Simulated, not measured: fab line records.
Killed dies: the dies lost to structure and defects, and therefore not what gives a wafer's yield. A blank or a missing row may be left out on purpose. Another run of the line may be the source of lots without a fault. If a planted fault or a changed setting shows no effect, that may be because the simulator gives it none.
Which tool did it?    flow nand harc    13 lots, 39 wafers sampled, at 5 steps of a route of 1302

## WHAT EACH GAUGE READ, for each wafer
NHARC_A_BLC_INSPECT_28.
lot   measured      on                 raw defect count
L515  day 23 15:56  defect inspect-02  479 526 545
L517  day 23 20:40  defect inspect-01  611 491 395
L516  day 23 22:26  defect inspect-01  435 483 401
L519  day 25 05:02  defect inspect-02  541 701 487
L521  day 25 22:02  defect inspect-01  673 435 437
L520  day 25 22:44  defect inspect-02  415 448 564
L522  day 26 10:34  defect inspect-01  775 858 712
L524  day 26 23:35  defect inspect-01  570 595 524
L525  day 27 17:58  defect inspect-02  602 541 560
L529  day 29 11:16  defect inspect-01  837 536 440
L533  day 30 12:47  defect inspect-02  422 429 606
L532  day 30 19:52  defect inspect-01  660 842 698
L536  day 32 19:07  defect inspect-01  749 504 471

NHARC_END_SORT_01.
lot   measured      on         defect limited yield (%)  killed at array  killed at other  killed at periphery  killed dies  killed open  killed short
L515  day 25 09:10  prober-02  87.4 90.0 89.1            83 65 74         1 2 0            1 1 0                85 68 74     1 2 1        2 4 4
L517  day 25 19:38  prober-02  93.4 92.3 91.4            45 50 54         0 1 2            0 1 2                45 52 58     2 2 4        0 2 2
L516  day 25 18:44  prober-01  88.3 89.5 87.9            75 68 81         1 0 0            3 3 1                79 71 82     4 5 4        3 4 3
L519  day 26 23:42  prober-02  89.5 90.0 89.1            66 64 66         0 1 3            5 3 5                71 68 74     1 7 6        3 1 1
L521  day 27 17:26  prober-02  93.1 95.1 93.8            33 24 34         0 1 0            14 8 8               47 33 42     5 1 2        3 0 3
L520  day 27 14:58  prober-01  88.0 87.9 86.7            67 72 81         3 3 0            11 7 9               81 82 90     3 2 4        2 6 5
L522  day 28 05:56  prober-01  91.4 90.0 90.0            57 66 66         0 0 0            1 2 2                58 68 68     3 1 1        2 2 4
L524  day 28 19:06  prober-01  92.2 91.1 93.4            47 54 45         0 1 0            6 5 0                53 60 45     2 3 2        5 2 2
L525  day 29 12:00  prober-02  92.5 91.0 92.2            49 60 51         0 0 0            2 1 2                51 61 53     5 5 3        3 4 2
L529  day 31 04:16  prober-01  91.1 95.0 91.7            56 32 47         0 0 0            4 2 9                60 34 56     3 1 6        1 2 4
L533  day 32 02:29  prober-02  90.1 87.4 90.7            64 81 59         0 1 1            3 3 3                67 85 63     1 1 1        1 4 2
L532  day 32 20:56  prober-01  90.4 92.0 90.8            62 51 58         0 2 0            3 1 4                65 54 62     3 1 4        3 2 6
L536  day 34 11:23  prober-02  91.4 89.2 90.8            53 68 57         0 1 1            5 4 4                58 73 62     3 1 5        2 5 1

## TOOL THAT RAN EACH LOT (tool first, then ch and the chambers of the sampled wafers, then the start)
lot   NHARC_A_BLC_DEGAS_30          NHARC_A_BLC_CMP_25             NHARC_A_M0_EXPOSE_06
L515  pvd sputter-01, day 23 14:34  cmp-04 ch 0,1,2, day 23 15:32  arfi scanner-02 ch 0, day 23 16:42
L517  pvd sputter-01, day 23 19:17  cmp-04 ch 0,3, day 23 20:17    arfi scanner-01 ch 0, day 23 21:34
L516  pvd sputter-01, day 23 21:04  cmp-01 ch 1,2, day 23 22:04    arfi scanner-03 ch 0, day 23 23:22
L519  pvd sputter-03, day 25 03:40  cmp-04 ch 1,2,3, day 25 04:37  arfi scanner-01 ch 0, day 25 05:40
L521  pvd sputter-02, day 25 20:41  cmp-04 ch 0,1, day 25 21:40    arfi scanner-02 ch 0, day 25 22:49
L520  pvd sputter-03, day 25 21:22  cmp-03 ch 0,2,3, day 25 22:20  arfi scanner-03 ch 0, day 25 23:30
L522  pvd sputter-03, day 26 09:11  cmp-01 ch 2,3, day 26 10:09    arfi scanner-03 ch 0, day 26 11:16
L524  pvd sputter-02, day 26 22:13  cmp-04 ch 1,3, day 26 23:13    arfi scanner-03 ch 0, day 27 00:14
L525  pvd sputter-01, day 27 16:35  cmp-03 ch 0,2,3, day 27 17:34  arfi scanner-03 ch 0, day 27 18:35
L529  pvd sputter-01, day 29 09:47  cmp-03 ch 1,2, day 29 10:53    arfi scanner-03 ch 0, day 29 12:01
L533  pvd sputter-01, day 30 11:24  cmp-01 ch 0,1,2, day 30 12:23  arfi scanner-02 ch 0, day 30 13:46
L532  pvd sputter-01, day 30 18:29  cmp-01 ch 2,3, day 30 19:28    arfi scanner-01 ch 0, day 30 20:38
L536  pvd sputter-02, day 32 17:41  cmp-03 ch 2,3, day 32 18:43    arfi scanner-01 ch 0, day 32 19:53
- NHARC_A_BLC_DEGAS_30: time 60 s.
- NHARC_A_BLC_CMP_25: polishes, t overpolish 30 s, target thk 150 nm.
- NHARC_A_M0_EXPOSE_06: exposes mask A M0, target cd 80 nm.

## AS READ BY THE TOOLS THEMSELVES (means over the sampled wafers that have a number; for cases with no such wafer, the mark the record gives instead)
NHARC_A_BLC_DEGAS_30.
lot   tool            heater power w (W)
L515  pvd sputter-01  475
L517  pvd sputter-01  511
L516  pvd sputter-01  514
L519  pvd sputter-03  473
L521  pvd sputter-02  480
L520  pvd sputter-03  464
L522  pvd sputter-03  513
L524  pvd sputter-02  462
L525  pvd sputter-01  502
L529  pvd sputter-01  509
L533  pvd sputter-01  468
L532  pvd sputter-01  475
L536  pvd sputter-02  479

NHARC_A_BLC_CMP_25.
lot   tool    motor current A (A)  overpolish run s (s)  pad life wafers  time to endpoint s (s)
L515  cmp-04  11.0                 29.992                145              29
L517  cmp-04  10.8                 30.009                158              24
L516  cmp-01  11.8                 29.994                302              31
L519  cmp-04  11.9                 30.004                284              30
L521  cmp-04  11.6                 30.001                361              34
L520  cmp-03  11.1                 30.007                133              25
L522  cmp-01  11.9                 29.999                132              26
L524  cmp-04  12.2                 30.000                74               28
L525  cmp-03  11.1                 30.004                296              28
L529  cmp-03  11.8                 30.009                98               29
L533  cmp-01  12.1                 30.002                139              33
L532  cmp-01  11.4                 29.993                170              32
L536  cmp-03  10.8                 30.005                18               29

NHARC_A_M0_EXPOSE_06.
lot   tool             exposure dose mJ cm2
L515  arfi scanner-02  83.17
L517  arfi scanner-01  83.23
L516  arfi scanner-03  83.31
L519  arfi scanner-01  83.19
L521  arfi scanner-02  83.20
L520  arfi scanner-03  83.20
L522  arfi scanner-03  83.34
L524  arfi scanner-03  79.78
L525  arfi scanner-03  80.51
L529  arfi scanner-03  81.11
L533  arfi scanner-02  83.28
L532  arfi scanner-01  83.16
L536  arfi scanner-01  83.29

## THE ANSWER, worked out from the rows above alone
Rule: usual is defined by the lots themselves. Put in order of their means at a reading, lots are off if they are a third of the lots or fewer, leave a main group of 4 or more, and stand apart from it by a gap of 3 or more times the standard deviation of the main group's means; of several such gaps the widest counts. If all means in a main group match to the digits the tables above print for the reading, that group is not used. A lot without any number at a reading at which 4 lots or more have one is off too. Any other lot the step has rows for is counted as sound. After the gauges, taken in route order, come the tools' own readings; for these a lot's mean is taken, as printed above. The first step at which some lot is off is used, and at that step the reading that is off furthest; a lot without a number counts as furthest.
Off at NHARC_A_M0_EXPOSE_06 (exposure dose mJ cm2): L524, L525, L529. The main group: mean 83.24, standard deviation 0.06.
If a tool, at that step or one of the process steps before it, ran each lot that is off and ran no sound lot following the first of them, it fits. One candidate fits, namely arfi scanner-03 at NHARC_A_M0_EXPOSE_06. A fault onset in the window from L522 (day 26 11:16, its last sound lot) to L524 (day 27 00:14, its first lot off) fits.
On the lots that are off, the tool's own readings at NHARC_A_M0_EXPOSE_06 differ by more than 5 times the standard deviation of the sound lots' means, which bears it out; exposure dose mJ cm2 reads 80.47 there versus 83.24 on the sound lots.

## WHAT WAS PUT IN BY THE SIMULATOR
Process parameter drift: arfi scanner-03, from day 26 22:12 on, at NHARC_A_M0_EXPOSE_06. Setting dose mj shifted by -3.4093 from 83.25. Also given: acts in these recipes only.
Shown lots that were struck: L524, L525, L529. Same finding as the rule above.
